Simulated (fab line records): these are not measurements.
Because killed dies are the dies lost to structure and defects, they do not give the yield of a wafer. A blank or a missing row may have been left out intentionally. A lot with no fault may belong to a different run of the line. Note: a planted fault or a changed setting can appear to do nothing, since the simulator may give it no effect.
The tool behind it: which one? / flow n5Finfet / 15 lots, 45 wafers sampled, at 5 steps of a route of 1938

## WHAT THE GAUGES SHOWED, per wafer
N5_ZERO_LAYER_CD_MEAS_11: target cd 2000 nm.
lot=L492; measured=day 1 18:38; on=cdSem-02; cdNm (nm)=2003.0 2005.0 2003.0
lot=L493; measured=day 2 00:46; on=cdSem-01; cdNm (nm)=1998.6 1999.8 1998.0
lot=L494; measured=day 2 06:39; on=cdSem-01; cdNm (nm)=1999.8 2000.5 1999.8
lot=L496; measured=day 2 18:39; on=cdSem-01; cdNm (nm)=2003.3 2003.8 2001.9
lot=L497; measured=day 3 00:46; on=cdSem-01; cdNm (nm)=2003.8 2003.3 2004.1
lot=L499; measured=day 3 12:40; on=cdSem-02; cdNm (nm)=2002.2 2006.0 2004.2
lot=L500; measured=day 3 19:57; on=cdSem-01; cdNm (nm)=1999.3 2005.6 2002.9
lot=L504; measured=day 4 18:39; on=cdSem-03; cdNm (nm)=2000.4 2002.4 2003.2
lot=L505; measured=day 5 00:41; on=cdSem-02; cdNm (nm)=2000.6 1999.2 1999.4
lot=L506; measured=day 5 06:40; on=cdSem-03; cdNm (nm)=2000.9 2000.5 2002.3
lot=L509; measured=day 6 00:46; on=cdSem-01; cdNm (nm)=2000.5 2003.7 2000.4
lot=L510; measured=day 6 06:46; on=cdSem-02; cdNm (nm)=1998.4 2001.4 1999.5
lot=L511; measured=day 6 12:46; on=cdSem-02; cdNm (nm)=2004.4 2002.6 2000.7
lot=L512; measured=day 6 18:38; on=cdSem-03; cdNm (nm)=1998.4 2003.2 2004.2
lot=L513; measured=day 7 00:47; on=cdSem-01; cdNm (nm)=2000.8 2003.3 2005.1

N5_WELL_APT_CD_MEAS_25: target cd 200 nm.
lot=L492; measured=day 1 20:48; on=cdSem-01; cdNm (nm)=201.3 198.7 198.2
lot=L493; measured=day 2 03:01; on=cdSem-01; cdNm (nm)=196.5 199.7 196.6
lot=L494; measured=day 2 08:52; on=cdSem-02; cdNm (nm)=198.1 198.8 198.2
lot=L496; measured=day 2 21:00; on=cdSem-01; cdNm (nm)=195.1 200.4 196.9
lot=L497; measured=day 3 03:02; on=cdSem-01; cdNm (nm)=199.0 195.7 199.4
lot=L499; measured=day 3 14:56; on=cdSem-03; cdNm (nm)=201.5 201.9 199.6
lot=L500; measured=day 3 22:07; on=cdSem-03; cdNm (nm)=198.7 198.0 196.5
lot=L504; measured=day 4 23:07; on=cdSem-03; cdNm (nm)=- - -
lot=L505; measured=day 5 02:59; on=cdSem-01; cdNm (nm)=- - -
lot=L506; measured=day 5 09:01; on=cdSem-03; cdNm (nm)=- - -
lot=L509; measured=day 6 03:11; on=cdSem-02; cdNm (nm)=196.3 200.6 202.3
lot=L510; measured=day 6 08:56; on=cdSem-02; cdNm (nm)=197.5 197.0 198.0
lot=L511; measured=day 6 14:58; on=cdSem-03; cdNm (nm)=200.7 204.1 200.8
lot=L512; measured=day 6 20:50; on=cdSem-02; cdNm (nm)=200.4 201.0 202.6
lot=L513; measured=day 7 03:37; on=cdSem-03; cdNm (nm)=201.5 196.3 199.8

N5_PMOS_HMC_CHANNEL_EPI_INSPECT_11: inspects for defects (macro).
lot=L492; measured=day 1 23:18; on=defectInspect-01; rawDefectCount=2 5 4
lot=L493; measured=day 2 05:25; on=defectInspect-02; rawDefectCount=0 1 2
lot=L494; measured=day 2 11:26; on=defectInspect-01; rawDefectCount=0 4 3
lot=L496; measured=day 2 23:13; on=defectInspect-02; rawDefectCount=1 0 3
lot=L497; measured=day 3 05:10; on=defectInspect-01; rawDefectCount=4 3 1
lot=L499; measured=day 3 17:10; on=defectInspect-01; rawDefectCount=0 3 0
lot=L500; measured=day 4 00:42; on=defectInspect-01; rawDefectCount=1 0 0
lot=L509; measured=day 6 06:29; on=defectInspect-01; rawDefectCount=4 2 3
lot=L510; measured=day 6 11:10; on=defectInspect-01; rawDefectCount=0 5 3
lot=L511; measured=day 6 17:28; on=defectInspect-02; rawDefectCount=1 1 0
lot=L512; measured=day 6 23:02; on=defectInspect-02; rawDefectCount=3 3 5
lot=L513; measured=day 7 06:22; on=defectInspect-02; rawDefectCount=3 0 1

## WHAT TOOL EACH LOT RAN ON (gives the tool, then ch and the chambers of the sampled wafers, and finally the start)
lot=L492; N5_ZERO_LAYER_ETCH_18=rieSi-06 ch 0,1,2, day 1 18:47; N5_WELL_APT_DEVELOP_24=lithoTrack-01 ch 0, day 1 20:41
lot=L493; N5_ZERO_LAYER_ETCH_18=rieSi-03 ch 0,3, day 2 01:07; N5_WELL_APT_DEVELOP_24=lithoTrack-03 ch 0, day 2 02:55
lot=L494; N5_ZERO_LAYER_ETCH_18=rieSi-03 ch 0,1, day 2 06:50; N5_WELL_APT_DEVELOP_24=lithoTrack-03 ch 0, day 2 08:44
lot=L496; N5_ZERO_LAYER_ETCH_18=rieSi-06 ch 1,3, day 2 18:47; N5_WELL_APT_DEVELOP_24=lithoTrack-03 ch 0, day 2 20:53
lot=L497; N5_ZERO_LAYER_ETCH_18=rieSi-02 ch 1,2,3, day 3 00:55; N5_WELL_APT_DEVELOP_24=lithoTrack-04 ch 0, day 3 02:55
lot=L499; N5_ZERO_LAYER_ETCH_18=rieSi-03 ch 0,1,3, day 3 12:49; N5_WELL_APT_DEVELOP_24=lithoTrack-03 ch 0, day 3 14:49
lot=L500; N5_ZERO_LAYER_ETCH_18=rieSi-06 ch 0,1,3, day 3 20:05; N5_WELL_APT_DEVELOP_24=lithoTrack-01 ch 0, day 3 22:00
lot=L504; N5_ZERO_LAYER_ETCH_18=rieSi-03 ch 0,1,2, day 4 18:48; N5_WELL_APT_DEVELOP_24=lithoTrack-04, day 4 23:00
lot=L505; N5_ZERO_LAYER_ETCH_18=rieSi-03 ch 0,1,2, day 5 00:50; N5_WELL_APT_DEVELOP_24=lithoTrack-01, day 5 02:52
lot=L506; N5_ZERO_LAYER_ETCH_18=rieSi-06 ch 0,1,2, day 5 06:49; N5_WELL_APT_DEVELOP_24=lithoTrack-04, day 5 08:55
lot=L509; N5_ZERO_LAYER_ETCH_18=rieSi-02 ch 1,2,3, day 6 00:55; N5_WELL_APT_DEVELOP_24=lithoTrack-01 ch 0, day 6 03:05
lot=L510; N5_ZERO_LAYER_ETCH_18=rieSi-02 ch 0,1,2, day 6 06:55; N5_WELL_APT_DEVELOP_24=lithoTrack-04 ch 0, day 6 08:49
lot=L511; N5_ZERO_LAYER_ETCH_18=rieSi-03 ch 0,1,3, day 6 12:55; N5_WELL_APT_DEVELOP_24=lithoTrack-04 ch 0, day 6 14:50
lot=L512; N5_ZERO_LAYER_ETCH_18=rieSi-02 ch 0,1,3, day 6 18:49; N5_WELL_APT_DEVELOP_24=lithoTrack-04 ch 0, day 6 20:43
lot=L513; N5_ZERO_LAYER_ETCH_18=rieSi-02 ch 0,1,2, day 7 01:20; N5_WELL_APT_DEVELOP_24=lithoTrack-01 ch 0, day 7 03:30
- N5_ZERO_LAYER_ETCH_18: etches Si in HBr/Cl2, target depth 120 nm, time 40 s.
- N5_WELL_APT_DEVELOP_24: develop time 45 s.

## AS READ BY THE TOOLS THEMSELVES (means over the sampled wafers that have a number; for cases with no such wafer, the mark the record gives instead)
N5_ZERO_LAYER_ETCH_18.
lot=L492; tool=rieSi-06; chamberPressureMTorr (mTorr)=9.999; drypumpMotorCurrentA (A)=5.9; oesProductAu (a.u.)=1.005; throttleValvePct (%)=36.07
lot=L493; tool=rieSi-03; chamberPressureMTorr (mTorr)=10.007; drypumpMotorCurrentA (A)=5.6; oesProductAu (a.u.)=1.014; throttleValvePct (%)=36.39
lot=L494; tool=rieSi-03; chamberPressureMTorr (mTorr)=10.000; drypumpMotorCurrentA (A)=5.7; oesProductAu (a.u.)=1.002; throttleValvePct (%)=36.14
lot=L496; tool=rieSi-06; chamberPressureMTorr (mTorr)=9.996; drypumpMotorCurrentA (A)=6.0; oesProductAu (a.u.)=1.005; throttleValvePct (%)=35.96
lot=L497; tool=rieSi-02; chamberPressureMTorr (mTorr)=10.003; drypumpMotorCurrentA (A)=5.8; oesProductAu (a.u.)=1.001; throttleValvePct (%)=36.13
lot=L499; tool=rieSi-03; chamberPressureMTorr (mTorr)=10.000; drypumpMotorCurrentA (A)=5.6; oesProductAu (a.u.)=1.008; throttleValvePct (%)=36.27
lot=L500; tool=rieSi-06; chamberPressureMTorr (mTorr)=10.005; drypumpMotorCurrentA (A)=6.0; oesProductAu (a.u.)=1.008; throttleValvePct (%)=35.98
lot=L504; tool=rieSi-03; chamberPressureMTorr (mTorr)=10.002; drypumpMotorCurrentA (A)=5.7; oesProductAu (a.u.)=0.997; throttleValvePct (%)=36.28
lot=L505; tool=rieSi-03; chamberPressureMTorr (mTorr)=9.999; drypumpMotorCurrentA (A)=5.7; oesProductAu (a.u.)=0.997; throttleValvePct (%)=36.27
lot=L506; tool=rieSi-06; chamberPressureMTorr (mTorr)=9.996; drypumpMotorCurrentA (A)=5.9; oesProductAu (a.u.)=1.009; throttleValvePct (%)=36.08
lot=L509; tool=rieSi-02; chamberPressureMTorr (mTorr)=10.001; drypumpMotorCurrentA (A)=5.8; oesProductAu (a.u.)=0.999; throttleValvePct (%)=36.12
lot=L510; tool=rieSi-02; chamberPressureMTorr (mTorr)=9.992; drypumpMotorCurrentA (A)=5.9; oesProductAu (a.u.)=1.003; throttleValvePct (%)=36.29
lot=L511; tool=rieSi-03; chamberPressureMTorr (mTorr)=9.991; drypumpMotorCurrentA (A)=5.6; oesProductAu (a.u.)=1.000; throttleValvePct (%)=36.26
lot=L512; tool=rieSi-02; chamberPressureMTorr (mTorr)=9.998; drypumpMotorCurrentA (A)=6.2; oesProductAu (a.u.)=0.987; throttleValvePct (%)=36.20
lot=L513; tool=rieSi-02; chamberPressureMTorr (mTorr)=10.006; drypumpMotorCurrentA (A)=5.9; oesProductAu (a.u.)=1.002; throttleValvePct (%)=36.30

N5_WELL_APT_DEVELOP_24.
lot=L492; tool=lithoTrack-01; chillPlateTempC (C)=22.94
lot=L493; tool=lithoTrack-03; chillPlateTempC (C)=22.92
lot=L494; tool=lithoTrack-03; chillPlateTempC (C)=22.98
lot=L496; tool=lithoTrack-03; chillPlateTempC (C)=22.94
lot=L497; tool=lithoTrack-04; chillPlateTempC (C)=23.15
lot=L499; tool=lithoTrack-03; chillPlateTempC (C)=23.02
lot=L500; tool=lithoTrack-01; chillPlateTempC (C)=23.17
lot=L504; tool=lithoTrack-04; chillPlateTempC (C)=-
lot=L505; tool=lithoTrack-01; chillPlateTempC (C)=-
lot=L506; tool=lithoTrack-04; chillPlateTempC (C)=-
lot=L509; tool=lithoTrack-01; chillPlateTempC (C)=22.93
lot=L510; tool=lithoTrack-04; chillPlateTempC (C)=22.90
lot=L511; tool=lithoTrack-04; chillPlateTempC (C)=22.94
lot=L512; tool=lithoTrack-04; chillPlateTempC (C)=23.01
lot=L513; tool=lithoTrack-01; chillPlateTempC (C)=23.03

## THE ANSWER, worked out from the rows above alone
Rule: what is usual is taken from the lots themselves. The widest of any qualifying gaps counts: lots, ordered by their means at a reading, are off when they make up no more than a third of the lots, leave a main group of 4 or more, and stand apart from it by 3 or more times the standard deviation of that group's means. A main group is skipped when, at the precision printed for the reading in the tables above, its means are all equal. Also off: a lot with no number at a reading for which 4 or more lots have one. The other lots that the step has rows for count as sound. The gauges are gone through in route order, then the tools' own readings, and for those a lot's mean is taken as printed above. The first step at which some lot is off is used, and at that step the reading that is off furthest; a lot without a number counts as furthest.
Off, at N5_WELL_APT_CD_MEAS_25 on cdNm: L504, L505, L506. Without a number there: L504, L505, L506. For the main group the mean is 199.1 nm and the standard deviation 1.5.
If a tool, at a process step before that reading, ran all the lots that are off and no sound lot after the first of them, it fits. Not tried: the gauges at N5_WELL_APT_CD_MEAS_25; whatever is off there is also off at N5_WELL_APT_DEVELOP_24, on other tools, and gauge error can't account for it. No candidate that was tried fits.

## WHAT WAS PUT IN BY THE SIMULATOR
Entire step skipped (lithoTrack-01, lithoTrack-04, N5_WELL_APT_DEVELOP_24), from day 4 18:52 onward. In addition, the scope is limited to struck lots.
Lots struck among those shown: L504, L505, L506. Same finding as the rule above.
